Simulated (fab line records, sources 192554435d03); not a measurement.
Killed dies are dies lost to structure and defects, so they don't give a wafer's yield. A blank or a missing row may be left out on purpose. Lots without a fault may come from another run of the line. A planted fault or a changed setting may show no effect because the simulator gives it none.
Chamber matching | flow n5_finfet | N5_BEOL_M13_ETCH_68 on rie_diel-05: 4 sister chambers
The step etches SOC in N2/H2, time 355 s. 18 wafers are shown with their chamber, then 9 later ones without.

WAFERS WITH THEIR CHAMBER
wafer  | chamber | drypump_motor_current_A (A) | showerhead_plenum_p_Torr (Torr) | throttle_valve_pct (%)
L074.1 | 2       | 5.1                         | 2.69                            | 17.68
L074.2 | 3       | 5.2                         | 2.60                            | 17.89
L074.4 | 3       | 5.2                         | 2.60                            | 17.87
L075.3 | 0       | 6.1                         | 2.58                            | 17.69
L075.4 | 3       | 5.2                         | 2.60                            | 17.86
L075.6 | 2       | 5.1                         | 2.69                            | 17.69
L079.1 | 2       | 5.1                         | 2.69                            | 17.73
L079.2 | 0       | 6.1                         | 2.58                            | 17.69
L079.6 | 2       | 5.1                         | 2.69                            | 17.70
L083.1 | 0       | 6.1                         | 2.57                            | 17.72
L083.2 | 2       | 5.1                         | 2.69                            | 17.73
L083.5 | 0       | 6.1                         | 2.57                            | 17.70
L084.2 | 0       | 6.0                         | 2.57                            | 17.71
L084.4 | 3       | 5.2                         | 2.60                            | 17.90
L084.5 | 2       | 5.1                         | 2.68                            | 17.72
L086.1 | 1       | 5.9                         | 2.60                            | 18.08
L086.4 | 3       | 5.2                         | 2.59                            | 17.92
L086.5 | 0       | 6.0                         | 2.57                            | 17.72

SIGNATURES (means of the wafers above)
reading                  | chamber 0 | chamber 1 | chamber 2 | chamber 3 | scatter within a chamber
drypump_motor_current_A  | 6.067     | 5.900     | 5.100     | 5.200     | 0.0309
showerhead_plenum_p_Torr | 2.5733    | 2.6000    | 2.6883    | 2.5980    | 0.0046
throttle_valve_pct       | 17.7050   | 18.0800   | 17.7083   | 17.8880   | 0.0198
Rule: a wafer's distance from a chamber is the root of the sum, over the readings, of the square of ((its reading less the chamber's mean) divided by the reading's scatter). The wafer belongs to the nearest chamber; if the next one is less than 2 further off, it can't be placed. The scatter: the root of (the sum of the squares of (reading less its chamber's mean) over the shown wafers, divided by (wafers less chambers)).

WAFERS WITHOUT THEIR CHAMBER
wafer  | drypump_motor_current_A (A) | showerhead_plenum_p_Torr (Torr) | throttle_valve_pct (%)
L087.1 | 5.2                         | 2.59                            | 17.94
L087.4 | 5.1                         | 2.68                            | 17.75
L087.5 | 5.2                         | 2.59                            | 17.91
L088.1 | 5.1                         | 2.68                            | 17.72
L088.3 | 6.1                         | 2.57                            | 17.73
L088.6 | 5.1                         | 2.68                            | 17.73
L091.2 | 5.1                         | 2.68                            | 17.75
L091.3 | 5.2                         | 2.59                            | 17.94
L091.5 | 5.1                         | 2.68                            | 17.74

WHICH CHAMBER EACH WENT THROUGH
wafer  | from the rows above | in truth
L087.1 | 3                   | 3
L087.4 | 2                   | 2
L087.5 | 3                   | 3
L088.1 | 2                   | 2
L088.3 | 0                   | 0
L088.6 | 2                   | 2
L091.2 | 2                   | 2
L091.3 | 3                   | 3
L091.5 | 2                   | 2
Placed correctly: 9 of 9. Can't be placed from these rows: 0. Placed wrongly: 0.
